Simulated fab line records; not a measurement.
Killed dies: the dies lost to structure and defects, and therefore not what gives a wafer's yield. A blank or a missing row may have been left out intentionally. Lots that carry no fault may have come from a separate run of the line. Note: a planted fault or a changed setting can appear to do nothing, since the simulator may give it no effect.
Which of the tools did it? ; flow n5Finfet ; Sampling: 10 lots, 30 wafers, 5 of 1938 route steps

WHAT THE GAUGES READ, wafer by wafer
N5_BEOL_M4_RC_MEAS_101.
lot;measured;on;RC_DENSE_N (ohm.um)
L743;day 8 04:59;prober-02;18.9 19.9 19.0
L744;day 8 07:29;prober-01;20.1 18.7 19.2
L746;day 8 13:38;prober-02;17.9 18.8 18.8
L747;day 9 05:44;prober-01;29.8 30.1 32.4
L750;day 9 21:27;prober-02;32.8 32.0 30.5
L752;day 10 08:41;prober-02;18.5 18.8 19.0
L760;day 12 09:08;prober-02;18.2 18.0 18.5
L761;day 12 22:08;prober-02;18.9 19.4 19.3
L765;day 14 11:01;prober-02;18.8 18.6 18.9
L766;day 15 03:51;prober-02;19.0 20.1 18.5

EACH LOT AND THE TOOL THAT RAN IT (in order: tool; ch and the chambers of the sampled wafers; start)
lot;N5_GATE_CUT_VAPOR_ETCH_51;N5_GATE_CUT_STRIP_21;N5_MOL_CONTACT_COAG_CONTACT_ETCH_14;N5_MOL_CONTACT_COAG_ALD_20
L743;rieMetal-01 ch 0,1, day 4 12:47;plasmaAsher-01 ch 1, day 4 12:50;rieDiel-06 ch 0,3, day 4 16:19;aldMetal-03 ch 0,2, day 4 17:07
L744;rieMetal-03 ch 0,1, day 4 19:32;plasmaAsher-02 ch 0,1, day 4 19:47;rieDiel-06 ch 0,1, day 4 23:13;aldMetal-03 ch 0,1, day 5 00:10
L746;rieMetal-01 ch 0,1, day 5 06:20;plasmaAsher-02 ch 0,1, day 5 06:28;rieDiel-06 ch 1,2,3, day 5 10:51;aldMetal-01 ch 2,3, day 5 11:45
L747;rieMetal-01 ch 0,1, day 5 15:31;plasmaAsher-01 ch 0,1, day 5 15:35;rieDiel-06 ch 1,2, day 5 21:04;aldMetal-01 ch 1,2,3, day 5 21:59
L750;rieMetal-02 ch 1, day 6 09:20;plasmaAsher-02 ch 0,1, day 6 09:23;rieDiel-06 ch 0,2, day 6 12:40;aldMetal-01 ch 0,3, day 6 13:35
L752;rieMetal-01 ch 0,1, day 6 22:25;plasmaAsher-01 ch 0,1, day 6 22:28;rieDiel-01 ch 2,3, day 7 01:57;aldMetal-03 ch 0,1, day 7 02:49
L760;rieMetal-02 ch 0,1, day 8 21:16;plasmaAsher-02 ch 0,1, day 8 21:19;rieDiel-01 ch 0,2,3, day 9 01:16;aldMetal-03 ch 0,2,3, day 9 02:20
L761;rieMetal-03 ch 1, day 9 07:16;plasmaAsher-01 ch 0,1, day 9 07:21;rieDiel-02 ch 1,2,3, day 9 10:45;aldMetal-01 ch 0,2,3, day 9 11:33
L765;rieMetal-01 ch 1, day 10 04:57;plasmaAsher-02 ch 0,1, day 10 05:21;rieDiel-02 ch 0,2,3, day 10 08:43;aldMetal-03 ch 0,2,3, day 10 12:18
L766;rieMetal-02 ch 0,1, day 10 09:56;plasmaAsher-02 ch 0,1, day 10 10:08;rieDiel-01 ch 2,3, day 10 13:43;aldMetal-03 ch 1,2, day 10 15:52
- N5_GATE_CUT_VAPOR_ETCH_51: etches HfO2 in BCl3/Cl2.
- N5_GATE_CUT_STRIP_21: strips in N2/H2, time 30 s.
- N5_MOL_CONTACT_COAG_CONTACT_ETCH_14: etches SiO2 in C4F6/O2, target depth 27.5 nm, overetch 8.5 nm, time 20 s.
- N5_MOL_CONTACT_COAG_ALD_20: deposits TiN, target thk 1.5 nm, pulse time 1 s, purge time 3 s.

THE ANSWER, worked out from the rows above alone
Rule: the usual values come from the lots themselves. Put in order of their means at a reading, lots are off if they are a third of the lots or fewer, leave a main group of 4 or more, and stand apart from it by a gap of 3 or more times the standard deviation of the main group's means; of several such gaps the widest counts. A main group is skipped when, at the precision printed for the reading in the tables above, its means are all equal. Also off: a lot with no number at a reading for which 4 or more lots have one. The other lots that the step has rows for count as sound.
Off: L747, L750, at N5_BEOL_M4_RC_MEAS_101 (RC_DENSE_N). The main group: mean 18.9 ohm.um, standard deviation 0.38.
If a tool, at a process step before that reading, ran all the lots that are off and no sound lot after the first of them, it fits. The gauges at N5_BEOL_M4_RC_MEAS_101 are tried like those tools. One fits: N5_MOL_CONTACT_COAG_CONTACT_ETCH_14 on rieDiel-06. Its last sound lot is L746 (day 5 10:51), its first lot that is off L747 (day 5 21:04): a fault that began between those two fits.

WHAT THE SIMULATOR HAD INSERTED
Process parameters drifting: rieDiel-06 at N5_MOL_CONTACT_COAG_CONTACT_ETCH_14, beginning at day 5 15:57. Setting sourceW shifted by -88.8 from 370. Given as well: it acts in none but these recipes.
Lots struck among those shown: L747, L750. Same finding as the rule above.
